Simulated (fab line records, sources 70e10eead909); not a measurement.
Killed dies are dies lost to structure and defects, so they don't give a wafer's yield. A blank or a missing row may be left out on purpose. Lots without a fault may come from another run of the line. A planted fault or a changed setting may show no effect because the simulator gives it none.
fab line records | flow nand_harc
record lots=7 wafers=19 last_day=33
route steps=1302 shown P_BONDPAD@360 END@1302
lots that met no fault: from a run of the same line without faults
start_h: hours from the record's first day to the start of the lot's first wafer shown | wait_h: hours since the lot's step before | " the same as in the row above | L1.1+2: a row that stands for several wafers | - no value, or no start given | * or withheld: withheld | < > ~ a bound
route shown NAME@n: a module of which the file shows steps, and the number in the route of the first | usual: mean/standard deviation of fault-free wafers | same: alike in all rows | chamber/n: place in a boat | sites: the reading at each site | _std_site: their standard deviation | _edge_site: outer sites' mean less inner sites' | radius_mm: how far each site lies from the wafer's centre | mask NAME#n: copy n | behind: the tool/chamber that last shaped the wafer | hold: why the lot was held/for how many hours/how that ended | device: the transistor (n, p or np) that didn't switch | end of line: the same wafers' tests at the end of the route | a step without rows: its recipe alone | killed: dies lost to structure and defects at the first sort, not the wafer's yield | map: a wafer's dies, x killed, . not, _ none there
set.NAME: the setting as run; set.NAME@STEP: as run at that earlier step | model.NAME: the simulator's own value behind a step, which no gauge read
lots at some steps of the route; a table a step, a row a wafer
services: from which hour (start_h, from the record's first day; less than 0 if before it) a tool's chamber was out of use, for how many hours, and why
## steps
# step NHARC_P_BONDPAD_EBR_05
# step NHARC_P_BONDPAD_EXPOSE_06
# recipe na=0.55 dose_mj=37.06 mask_id=P_BPAD
# step NHARC_P_BONDPAD_PEB_07
# recipe peb_temp_c=128 peb_time_s=80
# step NHARC_P_BONDPAD_DEVELOP_08
# recipe time_s=50 dev_temp_c=22
# step NHARC_P_BONDPAD_CD_MEAS_09
# recipe target_cd_nm=500 landing_energy_ev=500
# usual cd_nm=500.7/1.9
# columns lot.wafer tool chamber start_h wait_h cd_nm
L238.1 cd_sem-01 0 152.65 - 502.2
L238.3 " 0 " " 501.5
L238.5 " 0 " " 502.7
L243.2 cd_sem-02 0 208.47 - 499.1
L243.3 " 0 " " 498.9
L243.4 " 0 " " 502.1
L252.2 cd_sem-02 0 300.74 - 501.8
L252.6 " 0 " " 503.0
L254.2 cd_sem-03 0 324.39 - 497.6
L254.6 " 0 " " 500.9
L257.2 cd_sem-02 0 339.06 - 498.7
L257.5 " 0 " " 498.9
L257.6 " 0 " " 501.3
L258.2 cd_sem-03 0 353.48 - 500.7
L258.4 " 0 " " 502.2
L258.5 " 0 " " 501.4
L259.1 cd_sem-01 0 365.29 - 495.9
L259.3 " 0 " " 500.0
L259.6 " 0 " " 501.1
# step NHARC_P_BONDPAD_OVL_MEAS_38
# usual overlay_x_nm=1/6.2 overlay_y_nm=-1/7.7
# columns lot.wafer tool chamber start_h wait_h overlay_x_nm overlay_y_nm
L238.1 overlay-01 - 152.74 - 7 14
L238.3 " - " " 8 14
L238.5 " - " " 8 14
L243.2 overlay-01 - 208.56 - 9 -1
L243.3 " - " " 9 -2
L243.4 " - " " 10 -2
L252.2 overlay-01 - 300.83 - 7 -5
L252.6 " - " " 7 -5
L254.2 overlay-01 - 324.48 - -1 3
L254.6 " - " " -1 3
L257.2 overlay-02 - 339.15 - 8 -7
L257.5 " - " " 8 -7
L257.6 " - " " 8 -7
L258.2 overlay-02 - 353.56 - -11 -5
L258.4 " - " " -11 -5
L258.5 " - " " -10 -5
L259.1 overlay-01 - 365.38 - -7 2
L259.3 " - " " -7 1
L259.6 " - " " -7 2
# step NHARC_P_BONDPAD_HARDBAKE_10
# recipe temp_c=118 time_s=65
# step NHARC_P_BONDPAD_DESCUM_11
# recipe time_s=3 o2_flow_sccm=200 ar_flow_sccm=0 bias_power_w=0 chemistry=O2
# usual drypump_motor_current_A=5.7/0.38 oes_product_au=1.004/0.011 rf_vpp_V=58.0/1 showerhead_plenum_p_Torr=1.96/0.08 throttle_valve_pct=11.309/0.0094
# same bias_power_w=0
# columns lot.wafer tool chamber start_h wait_h drypump_motor_current_A oes_product_au rf_hours_counter_h rf_vpp_V showerhead_plenum_p_Torr throttle_valve_pct
L238.1 rie_diel-12 1 152.86 - 5.6 1.016 1.3 58.3 1.95 11.308
L238.3 " 0 " " 5.6 0.995 1.3 57.8 2.07 11.324
L238.5 " 1 " " 5.6 1.021 - 57.1 1.95 11.311
L243.2 rie_diel-12 3 208.69 - 5.8 0.997 2.4 58.2 1.95 11.310
L243.3 " 0 " " 5.6 1.019 2.8 59.1 2.07 11.298
L243.4 " 1 " " 5.6 1.009 2.7 57.9 1.95 11.298
L252.2 rie_diel-12 3 300.95 - 5.8 0.998 0.7 56.2 1.95 11.311
L252.6 " 0 " " 5.6 1.018 - 58.4 2.06 11.314
L254.2 rie_diel-12 1 324.62 - 5.6 1.010 1.5 56.8 1.95 11.310
L254.6 " 1 " " 5.6 1.006 - 56.6 1.95 11.308
L257.2 rie_diel-12 0 339.27 - 5.6 1.014 1.9 57.7 2.06 11.298
L257.6 " 0 " " 5.6 1.010 - 58.7 2.06 11.293
L257.5 " 1 " " 5.6 0.993 - 59.1 1.95 11.293
L258.4 rie_diel-01 3 353.70 - 5.1 1.016 6.5 58.2 1.79 11.302
L258.2 " 0 " " 6.0 1.022 5.5 58.1 1.92 11.314
L258.5 " 1 " " 5.5 0.996 - 56.3 1.88 11.301
L259.3 rie_diel-01 2 365.52 - 5.9 1.001 6.4 58.5 2.05 11.298
L259.1 " 3 " " 5.1 1.021 7.0 56.6 1.79 11.318
L259.6 " 1 " " 5.5 0.998 - 57.6 1.88 11.316
# step NHARC_P_BONDPAD_ETCH_37
# recipe target_depth_a=600 overetch_a=180 time_s=65.91 ion_energy_ev=200 n2_flow_sccm=150 h2_flow_sccm=150 ar_flow_sccm=0 rf_w=400 bias_w=150 chemistry=N2/H2
# usual drypump_motor_current_A=5.7/0.38 oes_product_au=1.002/0.013 rf_vpp_V=432.0/2.5 run_length_s=87.3/0.56 showerhead_plenum_p_Torr=2.10/0.092 throttle_valve_pct=14.172/0.0085
# columns lot.wafer tool chamber start_h wait_h drypump_motor_current_A oes_product_au rf_hours_counter_h rf_vpp_V run_length_s showerhead_plenum_p_Torr throttle_valve_pct
L238.1 rie_diel-12 1 152.94 0.1 5.6 1.026 1.3 430.7 86.6 2.08 14.168
L238.3 " 2 " " 6.7 0.995 1.0 433.9 88.1 2.18 14.169
L238.5 " 2 " " 6.7 0.995 - 432.7 87.8 2.18 14.165
L243.2 rie_diel-12 0 208.77 0.1 5.6 1.007 2.8 435.1 86.5 2.21 14.159
L243.3 " 1 " " 5.6 1.016 2.7 433.0 86.6 2.08 14.162
L243.4 " 2 " " 6.7 1.005 2.1 434.3 87.9 2.18 14.170
L252.2 rie_diel-12 2 301.05 0.1 6.7 1.019 0.6 434.5 87.8 2.18 14.169
L252.6 " 1 " " 5.6 1.014 - 432.6 86.6 2.08 14.189
L254.2 rie_diel-12 0 324.70 0.1 5.6 1.008 1.6 434.0 86.2 2.20 14.178
L254.6 " 2 " " 6.7 1.010 - 435.6 88.2 2.18 14.191
L257.2 rie_diel-12 2 339.36 0.1 6.7 1.026 1.9 435.5 87.9 2.18 14.173
L257.6 " 2 " " 6.7 1.016 - 435.9 87.9 2.18 14.178
L257.5 " 3 " " 5.8 0.998 - 431.5 87.0 2.08 14.171
L258.4 rie_diel-01 2 353.77 0.1 5.9 0.979 5.9 435.1 87.8 2.19 14.178
L258.2 " 1 " " 5.5 0.995 5.8 430.5 87.0 2.00 14.182
L258.5 " 2 " " 5.9 0.980 - 434.4 87.8 2.19 14.159
L259.3 rie_diel-01 3 365.60 0.1 5.1 1.012 7.0 428.5 87.4 1.90 14.173
L259.1 " 0 " " 5.9 1.009 6.2 432.3 87.0 2.04 14.168
L259.6 " 2 " " 5.9 0.990 - 435.2 88.2 2.19 14.176
# step NHARC_P_BONDPAD_ETCH_12
# recipe target_depth_a=2000 time_s=100 chf3_flow_sccm=50 o2_flow_sccm=10 ar_flow_sccm=200 rf_w=500 bias_w=200 chemistry=CHF3/O2
# usual drypump_motor_current_A=5.7/0.39 oes_product_au=0.944/0.024 rf_vpp_V=371.9/2.3 run_length_s=121.4/0.57 showerhead_plenum_p_Torr=2.46/0.099 throttle_valve_pct=20.573/0.0093
# columns lot.wafer tool chamber start_h wait_h drypump_motor_current_A oes_product_au rf_hours_counter_h rf_vpp_V run_length_s showerhead_plenum_p_Torr throttle_valve_pct
L238.3 rie_diel-12 0 - - 5.6 0.937 1.4 373.2 120.3 2.58 20.580
L238.1 " 1 " " 5.6 0.959 1.3 373.9 120.9 2.45 20.552
L238.5 " 1 " " 5.6 0.948 - 370.1 121.0 2.45 20.573
L243.3 rie_diel-12 1 - - 5.6 0.984 2.8 371.9 120.8 2.45 20.575
L243.4 " 3 " " 5.8 0.954 2.5 372.9 121.5 2.44 20.569
L243.2 " 0 " " 5.6 0.979 2.8 374.0 120.6 2.58 20.576
L252.2 rie_diel-12 0 - - 5.6 0.947 0.8 373.6 120.8 2.58 20.591
L252.6 " 1 " " 5.6 0.938 - 372.0 120.7 2.45 20.577
L254.2 rie_diel-12 0 - - 5.6 0.977 1.6 374.1 120.9 2.58 20.561
L254.6 " 2 " " 6.7 0.985 - 374.4 121.9 2.56 20.557
L257.2 rie_diel-12 0 - - 5.6 0.931 1.9 373.9 120.3 2.58 20.577
L257.5 " 0 " " 5.6 0.934 - 375.0 120.4 2.58 20.567
L257.6 " 1 " " 5.6 0.926 - 370.8 120.8 2.45 20.577
L258.2 rie_diel-01 0 - - 5.9 0.917 5.6 370.2 121.5 2.41 20.566
L258.4 " 2 " " 5.9 0.906 5.9 375.1 122.0 2.56 20.585
L258.5 " 0 " " 5.9 0.935 - 370.9 121.4 2.41 20.591
L259.3 rie_diel-01 1 - - 5.5 0.941 6.4 368.5 120.6 2.36 20.566
L259.1 " 3 " " 5.1 0.979 7.0 365.6 121.5 2.25 20.576
L259.6 " 2 " " 5.9 0.950 - 373.9 122.2 2.56 20.584
# step NHARC_P_BONDPAD_CD_MEAS_13
# usual cd_nm=500.1/2.1
# columns lot.wafer tool chamber start_h wait_h cd_nm
L238.1 cd_sem-02 - 153.17 - 501.3
L238.3 " - " " 500.4
L238.5 " - " " 499.5
L243.2 cd_sem-02 - 209.00 - 499.3
L243.3 " - " " 499.3
L243.4 " - " " 500.6
L252.2 cd_sem-02 - 301.27 - 500.2
L252.6 " - " " 501.9
L254.2 cd_sem-03 - 324.96 - 495.8
L254.6 " - " " 499.8
L257.2 cd_sem-02 - 339.59 - 497.3
L257.5 " - " " 497.1
L257.6 " - " " 499.8
L258.2 cd_sem-02 - 354.00 - 499.1
L258.4 " - " " 499.7
L258.5 " - " " 499.7
L259.1 cd_sem-01 - 365.82 - 495.8
L259.3 " - " " 500.4
L259.6 " - " " 499.0
# step NHARC_P_BONDPAD_STRIP_15
# recipe o2_flow_sccm=500 ar_flow_sccm=0 bias_w=0 chemistry=O2
# usual drypump_motor_current_A=5.7/0.39 oes_product_au=1.000/0.01 rf_vpp_V=57.8/0.88 showerhead_plenum_p_Torr=3.59/0.15 throttle_valve_pct=17.034/0.0094
# columns lot.wafer tool chamber start_h wait_h drypump_motor_current_A oes_product_au rf_hours_counter_h rf_vpp_V showerhead_plenum_p_Torr throttle_valve_pct
L238.3 rie_diel-01 1 153.28 0.1 5.5 0.990 8.1 57.6 3.47 17.043
L238.1 " 2 " " 5.9 0.988 7.5 59.3 3.76 17.026
L238.5 " 0 " " 5.9 0.997 - 56.9 3.54 17.029
L243.2 rie_diel-10 0 209.07 0.1 5.4 0.995 6.1 56.1 3.49 17.026
L243.3 " 1 " " 6.0 1.014 6.6 56.6 3.51 17.030
L243.4 " 2 " " 5.5 0.997 6.4 59.1 3.76 17.026
L252.2 rie_diel-01 1 301.34 0.1 5.5 1.000 3.7 58.2 3.46 17.035
L252.6 " 1 " " 5.6 0.995 - 56.0 3.47 17.043
L254.2 rie_diel-01 1 325.08 0.1 5.5 1.007 5.3 57.6 3.46 17.046
L254.6 " 2 " " 5.9 0.996 - 57.5 3.76 17.034
L257.2 rie_diel-01 0 339.67 0.1 5.9 1.007 5.2 57.1 3.53 17.045
L257.5 " 3 " " 5.1 1.011 - 58.1 3.31 17.034
L257.6 " 0 " " 5.9 1.007 - 59.0 3.53 17.044
L258.4 rie_diel-12 2 354.09 0.1 6.7 1.015 2.5 57.6 3.75 17.024
L258.2 " 0 " " 5.6 1.010 2.3 57.6 3.79 17.041
L258.5 " 2 " " 6.7 1.022 - 60.1 3.75 17.041
L259.1 rie_diel-10 1 365.92 0.1 6.0 1.011 7.0 57.1 3.50 17.052
L259.3 " 2 " " 5.5 0.999 8.6 57.7 3.75 17.041
L259.6 " 3 " " 5.8 1.016 - 58.7 3.63 17.029
# step NHARC_P_BONDPAD_ETCH_24
# recipe target_depth_a=300 over_etch_frac=0.3 time_s=72.99 ion_energy_ev=150 cf4_flow_sccm=50 n2_flow_sccm=100 ar_flow_sccm=150 rf_w=300 bias_w=100 chemistry=CF4/N2
# usual cf4_flow_sccm=50.02/0.15 drypump_motor_current_A=5.7/0.37 oes_product_au=0.999/0.012 rf_vpp_V=314.9/2.2 run_length_s=94.3/0.52 showerhead_plenum_p_Torr=2.67/0.11 throttle_valve_pct=19.795/0.0085
# columns lot.wafer tool chamber start_h wait_h cf4_flow_sccm drypump_motor_current_A oes_product_au rf_hours_counter_h rf_vpp_V run_length_s showerhead_plenum_p_Torr throttle_valve_pct
L238.1 rie_diel-01 3 153.41 - 49.96 5.1 1.019 8.2 312.8 94.3 2.46 19.789
L238.3 " 0 " " 50.08 5.9 1.001 8.7 313.0 94.1 2.63 19.798
L238.5 " 1 " " 50.15 5.5 0.992 - 312.9 93.6 2.58 19.781
L243.3 rie_diel-10 0 209.22 - 50.02 5.4 1.005 6.2 314.0 95.2 2.60 19.782
L243.4 " 2 " " 50.23 5.4 0.983 6.5 316.9 94.5 2.80 19.782
L243.2 " 3 " " 50.14 5.8 1.016 5.5 315.9 94.4 2.71 19.800
L252.2 rie_diel-01 2 301.51 - 50.06 5.9 0.992 4.0 316.6 94.9 2.80 19.789
L252.6 " 0 " " 50.32 5.9 1.005 - 315.0 103.3 2.63 19.803
L254.2 rie_diel-01 2 325.21 - 49.67 5.9 0.998 5.4 317.6 95.1 2.80 19.793
L254.6 " 3 " " 49.74 5.1 1.016 - 310.9 104.3 2.46 19.804
L257.2 rie_diel-01 0 339.83 - 49.93 5.9 1.003 5.3 313.9 94.3 2.63 19.790
L257.6 " 1 " " 49.89 5.5 0.990 - 314.6 103.2 2.58 19.789
L257.5 " 2 " " 49.94 5.9 0.984 - 317.1 104.5 2.80 19.787
L258.2 rie_diel-12 1 354.23 - 50.05 5.6 1.007 2.3 315.9 94.1 2.67 19.791
L258.4 " 2 " " 49.82 6.7 1.025 2.5 318.6 94.8 2.79 19.791
L258.5 " 0 " " 49.97 5.7 1.030 - 317.3 93.5 2.82 19.797
L259.1 rie_diel-10 3 366.04 - 49.74 5.7 1.005 8.6 315.8 94.4 2.71 19.808
L259.3 " 2 " " 50.17 5.4 0.975 8.7 316.2 94.2 2.80 19.800
L259.6 " 3 " " 49.98 5.8 0.996 - 314.5 94.2 2.71 19.802
# step NHARC_P_BONDPAD_STRIP_16
# recipe time_s=600 temp_c=30 chemistry=post_etch_residue_remover
# step NHARC_END_SORT_01
# recipe temp_c=25
# usual defect_limited_yield=91/3 killed_at_array=55/20 killed_at_other=1.2/1.3 killed_at_periphery=4.0/3 killed_dies=60/21 killed_open=3.2/1.9 killed_short=2.5/1.6
# same gross_dies=677
# columns lot.wafer tool chamber start_h wait_h defect_limited_yield[%] killed_at_array killed_at_other killed_at_periphery killed_dies killed_open killed_short
L243.2 prober-02 0 631.02 2.8 87 85 2 3 90 1 4
L243.3 prober-02 0 631.83 3.1 90 64 0 6 70 1 0
L243.4 prober-02 0 632.65 3.4 90 67 2 2 71 3 3
L252.2 prober-01 0 724.50 2.8 90 64 0 7 71 3 2
L252.6 prober-01 0 727.68 4.0 94 42 0 0 42 1 2
L257.2 prober-01 0 771.86 2.8 94 40 1 3 44 4 1
L257.5 prober-01 0 774.23 3.7 93 46 0 3 49 2 2
L257.6 prober-01 0 775.02 4.0 91 56 2 3 61 3 2
# killed by level:class
L243.2 A_CHANNEL_HOLE_D2:chamber_film_flake=33 A_SLIT:chamber_film_flake=28 A_CHANNEL_HOLE_D1:chamber_film_flake=8 A_SGD_CUT:chamber_film_flake=7 P_M1:chamber_film_flake=3 A_CONTACT:chamber_film_flake=2 THIN_TSV:chamber_film_flake=2 A_SOURCE_PLATE:geometric_particle:short=1
L243.3 A_SLIT:chamber_film_flake=31 A_CHANNEL_HOLE_D2:chamber_film_flake=26 P_M1:chamber_film_flake=6 A_SGD_CUT:chamber_film_flake=5 A_CHANNEL_FILL_D1:geometric_particle:open=1 A_CHANNEL_HOLE_D1:chamber_film_flake=1
L243.4 A_CHANNEL_HOLE_D2:chamber_film_flake=35 A_SLIT:chamber_film_flake=20 A_SGD_CUT:chamber_film_flake=6 THIN_TSV:chamber_film_flake=2 P_CONTACT:geometric_particle:short=1 A_DECK1_JOINT:geometric_particle:short=1 A_ONON_D2:geometric_particle:open=1 A_BLC:geometric_particle:open=1
L252.2 A_CHANNEL_HOLE_D2:chamber_film_flake=26 A_CHANNEL_HOLE_D1:chamber_film_flake=10 A_SLIT:chamber_film_flake=7 A_ZERO_WELL:chamber_film_flake=5 A_WL_FILL:chamber_film_flake=4 P_STI:chamber_film_flake=3 A_CONTACT:chamber_film_flake=3 P_GATE:chamber_film_flake=2
L252.6 A_CHANNEL_HOLE_D2:chamber_film_flake=16 A_CHANNEL_HOLE_D1:chamber_film_flake=8 A_SLIT:chamber_film_flake=7 A_CONTACT:chamber_film_flake=5 A_CHANNEL_FILL_D1:geometric_particle:short=1 A_DECK1_JOINT:geometric_particle:open=1 A_BLC:geometric_particle:short=1 A_CHANNEL_FILL_D1:chamber_film_flake=1
L257.2 A_CHANNEL_HOLE_D2:chamber_film_flake=18 A_SLIT:chamber_film_flake=8 A_CONTACT:chamber_film_flake=6 A_CHANNEL_HOLE_D1:chamber_film_flake=3 A_M0:geometric_particle:open=2 P_M1:chamber_film_flake=2 P_M0:geometric_particle:open=1 A_CHANNEL_FILL_D2:geometric_particle:short=1
L257.5 A_CHANNEL_HOLE_D2:chamber_film_flake=19 A_SLIT:chamber_film_flake=16 A_CONTACT:chamber_film_flake=6 P_M1:chamber_film_flake=2 A_CHANNEL_HOLE_D1:chamber_film_flake=2 P_STI:geometric_particle:short=1 A_ONON_D2:geometric_particle:short=1 A_ONON_D2:geometric_particle:open=1
L257.6 A_CHANNEL_HOLE_D2:chamber_film_flake=29 A_SLIT:chamber_film_flake=11 A_CONTACT:chamber_film_flake=7 P_M1:chamber_film_flake=3 A_CHANNEL_HOLE_D1:chamber_film_flake=3 THIN_TSV:chamber_film_flake=2 A_ONON_D1:geometric_particle:short=1 A_CHANNEL_FILL_D1:geometric_particle:short=1
## services
# columns tool chamber start_h hours kind
rie_diel-12 0 149.40 - clean
rie_diel-12 1 149.40 - clean
rie_diel-12 2 149.40 - clean
rie_diel-12 3 149.40 - clean
rie_diel-01 0 160.74 2.7 repair
rie_diel-12 0 173.90 - clean
rie_diel-12 1 173.90 - clean
rie_diel-12 2 173.90 - clean
rie_diel-12 3 173.90 - clean
rie_diel-01 2 182.77 1.2 repair
rie_diel-12 0 198.40 - clean
rie_diel-12 1 198.40 - clean
rie_diel-12 2 198.40 - clean
rie_diel-12 3 198.40 - clean
rie_diel-01 - 203.82 9.0 pm
rie_diel-12 0 222.90 - clean
rie_diel-12 1 222.90 - clean
rie_diel-12 2 222.90 - clean
rie_diel-12 3 222.90 - clean
rie_diel-10 1 227.91 13.4 repair
rie_diel-10 - 242.50 9.0 pm
rie_diel-12 - 268.40 9.0 pm
rie_diel-12 3 309.12 18.7 repair
rie_diel-12 0 365.39 4.5 repair
## key
first_sign step=NHARC_P_BONDPAD_ETCH_24 reading=run_length_s direction=up sigmas=18 usual=* struck=*
effect none on later readings
met_at NHARC_P_BONDPAD_ETCH_24
struck_wafers L252.6,L254.6,L257.5,L257.6
onset_between 153.41 301.51
fault kind=process_parameter_drift tool=rie_diel-01 chamber=- onset_h=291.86 steps=NHARC_P_BONDPAD_ETCH_24 channel=time_s offset=* shape=step end_h=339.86 scope=struck_wafers_only acts_in=* stated=*
